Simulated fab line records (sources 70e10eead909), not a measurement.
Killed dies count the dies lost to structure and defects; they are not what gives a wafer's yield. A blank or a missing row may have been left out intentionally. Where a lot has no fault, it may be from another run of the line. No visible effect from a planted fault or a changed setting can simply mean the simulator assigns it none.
Which tool was responsible? | flow nand_harc | 12 lots, 36 wafers sampled, at 6 steps of a route of 1159

WHAT EACH GAUGE READ, for each wafer
NHARC_A_ONON_D1_THK_MEAS_02: measures by ellipsometry. Usual: thk_nm 1000 nm, standard deviation 12.
lot  | measured     | on            | thk_nm (nm)    | flag
L623 | day 7 21:53  | film_metro-02 | 981 981 981    |
L624 | day 8 03:00  | film_metro-02 | 995 995 994    |
L625 | day 8 03:00  | film_metro-01 | 1002 1003 1004 |
L627 | day 8 10:26  | film_metro-02 | 1011 1013 1010 |
L626 | day 8 18:01  | film_metro-01 | 1014 1012 1012 |
L629 | day 9 02:03  | film_metro-01 | 985 986 983    |
L630 | day 9 02:04  | film_metro-02 | 1019 1017 1017 |
L632 | day 9 13:50  | film_metro-01 | 987 986 987    |
L633 | day 9 13:29  | film_metro-01 | 994 992 991    |
L631 | day 9 13:30  | film_metro-02 | 1009 1011 1011 |
L643 | day 12 14:27 | film_metro-02 | 1000 999 1000  |
L646 | day 13 05:26 | film_metro-01 | 996 996 995    |

NHARC_A_ONON_D1_THK_MEAS_34: measures by ellipsometry. Usual: thk_nm 200.6 nm, standard deviation 2.5.
lot  | measured     | on            | thk_nm (nm)       | flag
L623 | day 8 09:59  | film_metro-01 | 198.9 202.8 202.2 |
L624 | day 8 15:18  | film_metro-02 | 196.6 200.6 201.3 |
L625 | day 8 15:10  | film_metro-01 | 197.4 200.9 203.3 |
L627 | day 8 22:35  | film_metro-01 | 201.9 204.1 204.0 |
L626 | day 9 06:21  | film_metro-02 | 203.7 200.9 204.6 |
L629 | day 9 14:39  | film_metro-02 | 197.4 199.3 202.2 |
L630 | day 9 14:20  | film_metro-01 | 198.2 197.1 202.8 |
L632 | day 10 04:57 | film_metro-01 | 195.2 199.4 201.8 |
L633 | day 10 04:53 | film_metro-02 | 199.4 201.1 204.5 |
L631 | day 10 04:53 | film_metro-01 | 199.5 199.4 197.4 |
L643 | day 13 02:32 | film_metro-02 | 198.9 210.3 203.8 |
L646 | day 13 21:29 | film_metro-02 | 201.0 198.0 203.6 |

NHARC_END_SORT_01. Usual: killed_at_array 29, standard deviation 11; killed_at_other 0.7, standard deviation 1.1; killed_at_periphery 2.9, standard deviation 2.2; killed_dies 33, standard deviation 11; killed_open 3.1, standard deviation 1.8; killed_short 1.9, standard deviation 1.4.
lot  | measured     | on        | killed_at_array | killed_at_other | killed_at_periphery | killed_dies | killed_open | killed_short | flag
L633 | day 21 17:40 | prober-01 | 34 24 29        | 2 1 2           | 0 2 3               | 36 27 34    | 3 3 5       | 0 4 2        |

EACH LOT AND THE TOOL THAT RAN IT (in order: tool; ch and the chambers of the sampled wafers; start)
lot  | NHARC_A_ZERO_WELL_DESCUM_12        | NHARC_A_ZERO_WELL_ETCH_13        | NHARC_A_ONON_D1_DEP_33
L623 | rie_diel-07 ch 0,1, day 6 22:55    | rie_si-03 ch 2,3, day 6 23:07    | pecvd-01 ch 0,1, day 8 09:34
L624 | rie_diel-07 ch 0,1,2, day 7 04:21  | rie_si-03 ch 0,1,2, day 7 04:34  | pecvd-02 ch 0,2, day 8 14:52
L625 | rie_diel-01 ch 0,1,2, day 7 05:25  | rie_si-01 ch 1,2,3, day 7 05:39  | pecvd-01 ch 1,2, day 8 14:45
L627 | rie_diel-07 ch 1,3, day 7 12:35    | rie_si-02 ch 1,2,3, day 7 12:48  | pecvd-01 ch 1,2, day 8 22:16
L626 | rie_diel-12 ch 2,3, day 7 19:04    | rie_si-01 ch 0,1, day 7 19:16    | pecvd-01 ch 0,1,2, day 9 05:54
L629 | rie_diel-07 ch 0,1, day 8 03:58    | rie_si-01 ch 1,3, day 8 04:11    | pecvd-03 ch 0,1,2, day 9 14:14
L630 | rie_diel-07 ch 2,3, day 8 05:32    | rie_si-03 ch 0,2,3, day 8 05:44  | pecvd-01 ch 0,2, day 9 13:57
L632 | rie_diel-01 ch 1,3, day 8 14:34    | rie_si-01 ch 0,1,2, day 8 14:47  | pecvd-02 ch 0,2, day 10 04:35
L633 | rie_diel-01 ch 0,2, day 8 16:06    | rie_si-03 ch 0,3, day 8 16:19    | pecvd-01 ch 0,1,2, day 10 04:34
L631 | rie_diel-12 ch 0,3, day 8 17:11    | rie_si-01 ch 0,2, day 8 17:25    | pecvd-03 ch 0,1,2, day 10 04:28
L643 | rie_diel-01 ch 0,1,3, day 11 16:11 | rie_si-02 ch 0,1,2, day 11 16:25 | pecvd-01 ch 0,1,2, day 13 02:10
L646 | rie_diel-01 ch 0,1,3, day 12 05:44 | rie_si-03 ch 1,2,3, day 12 05:58 | pecvd-03 ch 1,2, day 13 21:04
- NHARC_A_ZERO_WELL_DESCUM_12: chemistry O2, time 3 s.
- NHARC_A_ZERO_WELL_ETCH_13: etches the open film in HBr/Cl2, target depth 120 nm, time 40.1 s.
- NHARC_A_ONON_D1_DEP_33: deposits SiO2, target thk 200 nm.

AS READ BY THE TOOLS THEMSELVES (means over the sampled wafers that have a number; for cases with no such wafer, the mark the record gives instead)
NHARC_A_ZERO_WELL_DESCUM_12. Usual: drypump_motor_current_A 5.6 A, standard deviation 0.36; oes_product_au 0.996 a.u., standard deviation 0.012; rf_vpp_V 57.7 V, standard deviation 0.98; showerhead_plenum_p_Torr 1.90 Torr, standard deviation 0.074; throttle_valve_pct 11.311 %, standard deviation 0.0091.
lot  | tool        | drypump_motor_current_A (A) | oes_product_au (a.u.) | rf_vpp_V (V) | showerhead_plenum_p_Torr (Torr) | throttle_valve_pct (%) | flag
L623 | rie_diel-07 | 6.0                         | 1.008                 | 56.6         | 1.86                            | 11.323                 |
L624 | rie_diel-07 | 5.7                         | 1.001                 | 56.8         | 1.85                            | 11.309                 |
L625 | rie_diel-01 | 5.6                         | 0.992                 | 58.2         | 1.95                            | 11.315                 |
L627 | rie_diel-07 | 5.6                         | 1.013                 | 57.8         | 1.86                            | 11.313                 |
L626 | rie_diel-12 | 5.7                         | 0.994                 | 58.4         | 1.91                            | 11.308                 |
L629 | rie_diel-07 | 6.0                         | 1.007                 | 58.0         | 1.86                            | 11.316                 |
L630 | rie_diel-07 | 5.1                         | 1.002                 | 58.6         | 1.91                            | 11.309                 |
L632 | rie_diel-01 | 5.5                         | 0.987                 | 58.7         | 1.99                            | 11.312                 |
L633 | rie_diel-01 | 5.7                         | 0.996                 | 57.3         | 1.91                            | 11.317                 |
L631 | rie_diel-12 | 6.0                         | 0.988                 | 57.6         | 1.82                            | 11.309                 |
L643 | rie_diel-01 | 5.7                         | 0.994                 | 57.5         | 1.92                            | 11.313                 |
L646 | rie_diel-01 | 5.7                         | 0.995                 | 57.6         | 1.92                            | 11.303                 |

NHARC_A_ZERO_WELL_ETCH_13. Usual: drypump_motor_current_A 5.9 A, standard deviation 0.49; mfc_cl2_sccm 49.99 sccm, standard deviation 0.16; oes_product_au 0.997 a.u., standard deviation 0.0094; throttle_valve_pct 26.406 %, standard deviation 0.0094.
lot  | tool      | drypump_motor_current_A (A) | mfc_cl2_sccm (sccm) | oes_product_au (a.u.) | throttle_valve_pct (%) | flag
L623 | rie_si-03 | 5.9                         | 49.97               | 0.993                 | 26.407                 |
L624 | rie_si-03 | 5.8                         | 50.12               | 0.998                 | 26.394                 |
L625 | rie_si-01 | 6.1                         | 49.90               | 0.990                 | 26.408                 |
L627 | rie_si-02 | 5.8                         | 49.87               | 0.999                 | 26.419                 |
L626 | rie_si-01 | 5.9                         | 50.04               | 1.003                 | 26.413                 |
L629 | rie_si-01 | 6.5                         | 50.07               | 0.992                 | 26.395                 |
L630 | rie_si-03 | 6.1                         | 50.11               | 1.001                 | 26.411                 |
L632 | rie_si-01 | 5.9                         | 50.00               | 0.993                 | 26.404                 |
L633 | rie_si-03 | 6.4                         | 50.04               | 1.004                 | 26.415                 |
L631 | rie_si-01 | 5.5                         | 50.10               | 0.982                 | 26.408                 |
L643 | rie_si-02 | 6.2                         | 49.94               | 0.997                 | 26.414                 |
L646 | rie_si-03 | 5.7                         | 49.98               | 1.007                 | 26.407                 |

NHARC_A_ONON_D1_DEP_33. Usual: heater_power_w 581 W, standard deviation 100; rf_fwd_power_W 897 W, standard deviation 3.1; throttle_valve_pct 15.9 %, standard deviation 0.43.
lot  | tool     | heater_power_w (W) | rf_fwd_power_W (W) | throttle_valve_pct (%) | flag
L623 | pecvd-01 | 542                | 897                | 15.7                   |
L624 | pecvd-02 | 600                | 898                | 15.2                   |
L625 | pecvd-01 | 555                | 897                | 16.2                   |
L627 | pecvd-01 | 463                | 898                | 16.2                   |
L626 | pecvd-01 | 529                | 898                | 16.0                   |
L629 | pecvd-03 | 571                | 899                | 16.2                   |
L630 | pecvd-01 | 518                | 898                | 15.6                   |
L632 | pecvd-02 | 598                | 900                | 15.2                   |
L633 | pecvd-01 | 548                | 896                | 16.1                   |
L631 | pecvd-03 | 579                | 895                | 16.1                   |
L643 | pecvd-01 | 553                | 932                | 15.6                   | OFF
L646 | pecvd-03 | 722                | 898                | 16.1                   |

THE ANSWER, worked out from the rows above alone
Rule: lot off if the mean of its wafers having a number is beyond 3 standard deviations from the usual mean. Also off: a lot with no number at a reading for which 4 or more lots have one. Where the step has rows for the other lots, those lots are counted as sound. After the gauges, taken in route order, come the tools' own readings; for these a lot's mean is taken, as printed above. At the first step where some lot is off, the reading lying furthest off is the one used; lots without a number count as furthest.
Off: L643, at NHARC_A_ONON_D1_DEP_33 (rf_fwd_power_W).
A tool fits if, at that step or a process step before it, it ran every lot that is off, and no sound lot after the first of them. Undecided on this evidence; 2 tools fit (rie_si-02 at NHARC_A_ZERO_WELL_ETCH_13, pecvd-01 at NHARC_A_ONON_D1_DEP_33).

WHAT HAD BEEN PUT IN BY THE SIMULATOR
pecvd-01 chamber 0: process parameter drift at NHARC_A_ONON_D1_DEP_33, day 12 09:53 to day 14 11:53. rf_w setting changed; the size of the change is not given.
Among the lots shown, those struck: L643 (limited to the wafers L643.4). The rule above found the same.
